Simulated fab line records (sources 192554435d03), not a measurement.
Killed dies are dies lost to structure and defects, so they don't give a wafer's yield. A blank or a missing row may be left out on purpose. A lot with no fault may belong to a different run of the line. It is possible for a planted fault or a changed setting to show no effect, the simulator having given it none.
2 desks looking at one fault ; flow n5 finfet ; numbers are kept per desk, each desk with only its own; the story behind them comes last

== THE DEFECT DESK ==
Counts from the inspections along the route, per lot, as means over the sampled wafers that have a number. The brackets show how far a lot's mean lies from the usual mean; more than 4 standard deviations puts the lot out of limits, marked OUT.
Columns: A = raw defect count at N5_BEOL_M6_INSPECT_30, usual 389
lot;first seen here;A
L337;day 8 11:23;384
L340;day 9 03:12;391
L339;day 9 22:08;333
L342;day 10 00:14;405
L344;day 10 02:26;448
L343;day 10 02:31;310
L341;day 11 14:16;368
L349;day 12 09:07;509
L354;day 14 04:07;396
L358;day 14 18:28;389
L360;day 14 22:39;388
This desk found nothing out of limits on any of the 11 lots.

== THE TOOL OWNER'S DESK: rie diel-04 ==
The tool's own readings at N5_BEOL_M6_ETCH_41 (etches SiCN in CH3F/O2, target depth 29.7 nm, time 52 s): means of the sampled wafers that have a number, for each lot that ran on this tool. The brackets show how far a lot's mean lies from the usual mean; more than 4 standard deviations puts the lot out of limits, marked OUT. Of its 8 readings 7 are shown: the one that was out of limits first, and those that lie furthest out on some lot.
Columns: A = drypump motor current A at N5_BEOL_M6_ETCH_41, usual 5.7 A; B = mfc ar sccm at N5_BEOL_M6_ETCH_41, usual 150.0 sccm; C = oes product au at N5_BEOL_M6_ETCH_41, usual 0.83 a.u.; D = rf fwd power W at N5_BEOL_M6_ETCH_41, usual 390.9 W; E = rf vpp V at N5_BEOL_M6_ETCH_41, usual 297.9 V; F = run length s at N5_BEOL_M6_ETCH_41, usual 75.3 s; G = throttle valve pct at N5_BEOL_M6_ETCH_41, usual 16.22 %
lot;first seen here;A;B;C;D;E;F;G
L337;day 8 11:44;5.6;149.6;0.77;390.4;298.0;75.8;16.49
L340;day 9 04:04;5.6;150.1;0.78;391.5;297.4;75.6;16.46
L344;day 10 02:47;5.3;150.0;0.79;390.8;297.2;75.2;16.42
L349;day 12 09:26;5.6;149.9;0.86;391.1;298.8;73.4 (-4.5) OUT;16.20
L354;day 14 04:29;5.3;149.4;0.90;390.0;296.2;73.7;16.27
This desk's finding: out of limits on L349; first on L349, day 12 09:26 (run length s at N5_BEOL_M6_ETCH_41). In limits: L337, L340, L344, L354.

== ALL TOGETHER ==
The tool owner's desk had the chance to raise an alarm at day 12 09:26 on L349.
No out-of-limits result turned up at the defect desk.
The defect desk has L349 on record, within its limits.
Of the lots named, all ran N5_BEOL_M6_ETCH_41 on rie diel-04.

== WHAT THE SIMULATOR HAD INSERTED ==
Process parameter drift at N5_BEOL_M6_ETCH_41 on rie diel-04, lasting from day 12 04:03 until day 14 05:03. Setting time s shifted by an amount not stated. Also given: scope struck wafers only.
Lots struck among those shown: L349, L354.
Time in hours from fault onset to the first out-of-limits reading at each desk: the tool owner's desk, 5.
